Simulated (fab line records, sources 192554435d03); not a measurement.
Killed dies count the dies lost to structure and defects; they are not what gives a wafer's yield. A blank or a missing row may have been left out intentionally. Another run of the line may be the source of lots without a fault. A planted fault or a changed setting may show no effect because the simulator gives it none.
A lot that was struck, set against a sound lot / flow n5Finfet / 15 out of 1938 route steps
Sound: the wafers L894.1, L894.5, L894.6. Wafers struck: L899.2, L899.3, L899.5. At the end, the cause is stated.
Order at every step that has rows: each side's tool, ch and its chambers, its first start. Under that, the readings that differ: sound wafers / struck wafers / difference of the means / sigmas: that difference in standard deviations of wafers without a fault.
alike: words and numbers the same on both sides, and readings whose means are apart by under 2 such deviations; not compared: readings that were withheld, readings missing a value for some wafer, numbers with overlapping values and no deviation given by the record, and bounds like >300 which may hide the same value.
A row with sigmas, a row that says differs or no value, or rows on one side alone: a step with any of these is where the two part. Numbers that have no deviation but don't overlap get no sigmas and don't part them. Lack of a reading on every wafer of one side parts them only where that side has two or more wafers.

N5_BEOL_M13_ETCH_68: etches SOC in N2/H2, time 355 s.
  sound on rieDiel-01 ch 0,1,2, day 10 17:52; struck on rieDiel-02 ch 0,1,2, day 12 13:52
  alike: drypumpMotorCurrentA, oesProductAu, rfFwdPowerW, rfVppV, showerheadPlenumPTorr, throttleValvePct
  not compared: rfHoursCounterH
then, 1 step without rows for these wafers: N5_BEOL_M13_STRIP_69 (strips in N2/H2).
N5_BEOL_M13_TRENCH_ETCH_34: etches SiOC in C4F8/O2/Ar, target depth 413.47 nm, time 162.6 s.
  sound on rieDiel-01 ch 0,1,2, day 10 18:05; struck on rieDiel-02 ch 0,1,2, day 12 14:05
  alike: drypumpMotorCurrentA, oesProductAu, rfFwdPowerW, rfVppV, showerheadPlenumPTorr, throttleValvePct
  not compared: rfHoursCounterH
then, 1 step without rows for these wafers: N5_BEOL_M13_STRIP_70 (strips in C4F8/O2/Ar).
N5_BEOL_M13_OCD_MEAS_35:
  sound: ocd-02 at day 10 18:15; struck: ocd-01 at day 12 14:16
  alike: trenchDepthNm
then, 1 step without rows for these wafers: N5_BEOL_M13_STRIP_37 (strips in N2/H2).
N5_BEOL_M13_ETCH_38: etches SiCN in CF4/N2, target depth 67.5 nm, time 71.9 s.
  sound on rieDiel-02 ch 1,2, day 10 19:25; struck on rieDiel-05 ch 0,1,3, day 12 18:02
  alike: drypumpMotorCurrentA, oesProductAu, rfFwdPowerW, rfVppV, showerheadPlenumPTorr, throttleValvePct
  not compared: rfHoursCounterH
then, 4 steps without rows for these wafers: N5_BEOL_M13_PRECLEAN_39 (cleans in residue remover, time 60 s); N5_BEOL_M13_SRD_40 (time 30 s, dry time 30 s); N5_BEOL_M13_DEGAS_41 (time 60 s); N5_BEOL_M13_PRE_CLEAN_42 (time 30 s).
N5_BEOL_M13_SPUTTER_43: material TaN, target thk 15 nm, time 24.19 s.
  sound: pvdSputter-01 at day 10 20:25; struck: pvdSputter-01 at day 12 18:37
  alike: throttleValvePct
N5_BEOL_M13_SPUTTER_44: material Ta, target thk 10 nm, time 16.13 s.
  sound: pvdSputter-01 at day 10 20:29; struck: pvdSputter-01 at day 12 18:41
reading=model.Ta_of_BEOL_M13_SPUTTER_44.thkNm (nm); sound=9.8 10 9.8; struck=9.6 9.6 9.4; difference=-0.3; sigmas=
  alike: throttleValvePct
N5_BEOL_M13_SPUTTER_45: material Cu, target thk 80 nm, time 13.33 s.
  sound: pvdSputter-01 at day 10 20:34; struck: pvdSputter-01 at day 12 18:46
  alike: throttleValvePct
N5_PASSIVATION_PROBE_49:
  the record holds rows for the sound wafers here (prober-02, day 12 06:07) but none for the struck ones

WHERE THEY PART
N5_PASSIVATION_PROBE_49 only, going by this record.

WHY: whatever the simulator had introduced
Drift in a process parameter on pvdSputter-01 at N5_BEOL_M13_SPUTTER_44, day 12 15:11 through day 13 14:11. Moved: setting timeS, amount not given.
